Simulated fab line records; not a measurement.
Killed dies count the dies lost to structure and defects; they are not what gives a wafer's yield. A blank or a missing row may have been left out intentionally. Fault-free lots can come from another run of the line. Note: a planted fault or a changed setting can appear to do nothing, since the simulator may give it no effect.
Matching of chambers    flow nand-harc    NHARC_A_STAIRCASE_DESCUM_186 on rie-diel-07: 4 sister chambers
The step chemistry O2, time 3 s. 16 wafers are shown with their chamber, then 8 later ones without.

WAFERS WITH THEIR CHAMBER
wafer   chamber  drypump-motor-current-A (A)  showerhead-plenum-p-Torr (Torr)  oes-product-au (a.u.)
L076.1  0        5.8                          1.89                             0.984
L076.3  2        5.9                          1.90                             1.019
L076.4  3        4.9                          1.82                             0.996
L075.2  1        6.3                          1.84                             1.003
L075.4  1        6.3                          1.84                             0.996
L075.5  2        5.9                          1.90                             1.018
L080.2  2        5.9                          1.90                             1.028
L080.3  3        4.9                          1.82                             1.003
L080.4  0        5.8                          1.89                             0.980
L084.1  1        6.3                          1.83                             1.001
L084.2  0        5.8                          1.88                             0.994
L084.6  3        4.9                          1.81                             1.000
L085.1  3        4.8                          1.81                             0.997
L085.4  2        5.9                          1.90                             1.018
L085.5  2        5.9                          1.90                             1.026
L088.1  1        6.3                          1.83                             1.021

SIGNATURES (means of the wafers above)
reading                   chamber 0  chamber 1  chamber 2  chamber 3  scatter within a chamber
drypump-motor-current-A   5.800      6.300      5.900      4.875      0.025
showerhead-plenum-p-Torr  1.8867     1.8350     1.9000     1.8150     0.00471
oes-product-au            0.98600    1.00525    1.02180    0.99900    0.00697
Rule: for a wafer and a chamber, the distance is found by dividing, reading by reading, the gap between the wafer's reading and the chamber's mean by the reading's scatter, squaring, summing and taking the root. The wafer belongs to the nearest chamber; if the next one is less than 2 further off, it can't be placed. The scatter is the square root of a quotient: the sum, over the shown wafers, of each reading's squared deviation from its chamber's mean, divided by wafers minus chambers.

WAFERS WHOSE CHAMBER IS MISSING
wafer   drypump-motor-current-A (A)  showerhead-plenum-p-Torr (Torr)  oes-product-au (a.u.)
L088.5  6.3                          1.83                             1.019
L088.6  5.9                          1.89                             0.985
L090.2  6.3                          1.83                             1.006
L090.5  4.9                          1.81                             0.987
L090.6  5.8                          1.88                             0.998
L091.2  6.3                          1.82                             1.022
L091.3  4.9                          1.81                             0.989
L091.5  5.8                          1.88                             1.005

CHAMBER TAKEN BY EACH
wafer   from the rows above      in truth
L088.5  1                        1
L088.6  can't be placed: 0 or 2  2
L090.2  1                        1
L090.5  3                        3
L090.6  0                        0
L091.2  1                        1
L091.3  3                        3
L091.5  0                        0
7 of 8 placed correctly. Can't be placed from these rows: 1 (the true chamber is among the candidates in 1). Placed wrongly: 0.
